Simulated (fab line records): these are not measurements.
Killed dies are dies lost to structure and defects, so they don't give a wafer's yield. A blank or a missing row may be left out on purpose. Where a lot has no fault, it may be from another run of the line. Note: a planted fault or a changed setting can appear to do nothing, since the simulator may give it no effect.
Chamber matching	flow nand-harc	rie-diel-05 running NHARC_A_STAIRCASE_DESCUM_252: 4 sister chambers
The step chemistry O2, time 3 s. 7 wafers are shown with their chamber, then 8 later ones without.

## WAFERS, EACH WITH ITS CHAMBER
wafer	chamber	drypump-motor-current-A (A)	showerhead-plenum-p-Torr (Torr)
L076.3	1	5.9	1.84
L076.4	0	5.9	1.79
L077.5	0	5.9	1.79
L077.6	3	4.8	1.86
L084.5	2	6.4	2.06
L084.6	3	4.8	1.85
L095.4	2	6.3	2.05

## WAFERS WITH NO CHAMBER GIVEN
wafer	drypump-motor-current-A (A)	showerhead-plenum-p-Torr (Torr)
L095.5	5.9	1.78
L095.6	6.0	1.83
L097.1	4.8	1.85
L097.2	6.3	2.05
L097.3	5.8	1.78
L097.4	6.0	1.83
L097.5	4.8	1.85
L097.6	5.9	1.78

## EACH ONE'S CHAMBER
wafer	from the rows above	in truth
L095.5	0	0
L095.6	1	1
L097.1	3	3
L097.2	2	2
L097.3	0	0
L097.4	1	1
L097.5	3	3
L097.6	0	0
Correct placement for 8 of the 8. From these rows, 0 cannot be placed. Wrongly placed: 0.
How it was worked out, from the rows above alone: a wafer's distance from a chamber is the root of the sum, over the readings, of the square of ((its reading less the chamber's mean) divided by the reading's scatter). The wafer belongs to the nearest chamber; if the next one is less than 2 further off, it can't be placed. The mean given for a chamber averages the wafers shown for that chamber. The scatter: take each reading less its chamber's mean, square it, sum over the shown wafers, divide by the number of wafers less the number of chambers, and take the root.
